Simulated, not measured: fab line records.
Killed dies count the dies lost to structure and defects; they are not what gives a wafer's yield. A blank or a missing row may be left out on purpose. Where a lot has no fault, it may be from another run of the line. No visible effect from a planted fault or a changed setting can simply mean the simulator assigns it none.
Matching of chambers    flow n5Finfet    rieDiel-02 running N5_DUMMY_REMOVAL_STRIP_10: 4 sister chambers
The step strips in N2/H2, time 40 s. 16 wafers are shown with their chamber, then 8 later ones without.

== WAFERS PAIRED WITH THEIR CHAMBERS ==
wafer   chamber  throttleValvePct (%)  oesProductAu (a.u.)  rfVppV (V)
L078.2  2        11.98                 0.79                 45.4
L078.4  1        12.33                 0.70                 46.0
L078.5  3        12.47                 0.75                 46.9
L080.2  3        12.47                 0.74                 45.1
L080.4  1        12.34                 0.71                 44.7
L080.5  2        11.99                 0.77                 44.8
L081.1  1        12.35                 0.71                 45.3
L081.4  0        12.48                 0.70                 45.5
L081.5  3        12.48                 0.74                 46.3
L082.1  3        12.48                 0.74                 46.1
L082.3  1        12.34                 0.70                 45.7
L082.5  1        12.33                 0.70                 46.8
L083.1  1        12.34                 0.71                 45.7
L083.5  0        12.49                 0.69                 45.3
L083.6  1        12.33                 0.69                 45.4
L085.3  2        11.99                 0.77                 45.6

SIGNATURES, as means of the wafers listed above
reading           chamber 0  chamber 1  chamber 2  chamber 3  scatter within a chamber
throttleValvePct  12.4850    12.3371    11.9867    12.4750    0.00683
oesProductAu      0.6950     0.7029     0.7767     0.7425     0.00782
rfVppV            45.400     45.657     45.267     46.100     0.618
Rule: a wafer's distance from a chamber is the root of the sum, over the readings, of the square of ((its reading less the chamber's mean) divided by the reading's scatter). If the next closest chamber is less than 2 further off than the closest, the wafer can't be placed; otherwise it belongs to the closest. How the scatter is found: for the shown wafers, subtract from each reading the mean of its chamber, square and add these, divide the total by (wafers less chambers), then take the root.

== WAFERS MISSING THEIR CHAMBER ==
wafer   throttleValvePct (%)  oesProductAu (a.u.)  rfVppV (V)
L085.5  12.48                 0.69                 45.1
L085.6  12.50                 0.73                 45.4
L091.3  12.53                 0.71                 45.1
L091.4  12.54                 0.72                 45.9
L091.6  12.02                 0.76                 45.0
L095.2  11.88                 0.99                 44.4
L095.4  12.04                 0.74                 45.9
L095.6  11.89                 0.97                 46.1

== THE CHAMBER EACH PASSED THROUGH ==
wafer    from the rows above       in truth
L085.5   0                         0
L085.6   can't be placed: 3 or 0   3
L091.3   0                         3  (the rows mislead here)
L091.4   can't be placed: 0 or 3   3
L091.6   2                         2
L095.2   2                         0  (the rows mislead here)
L095.4   2                         2
L095.6   2                         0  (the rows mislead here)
Correct placement for 3 of the 8. Not placeable from these rows: 2 (in 2, the candidates include the true chamber). Number placed wrongly: 3.
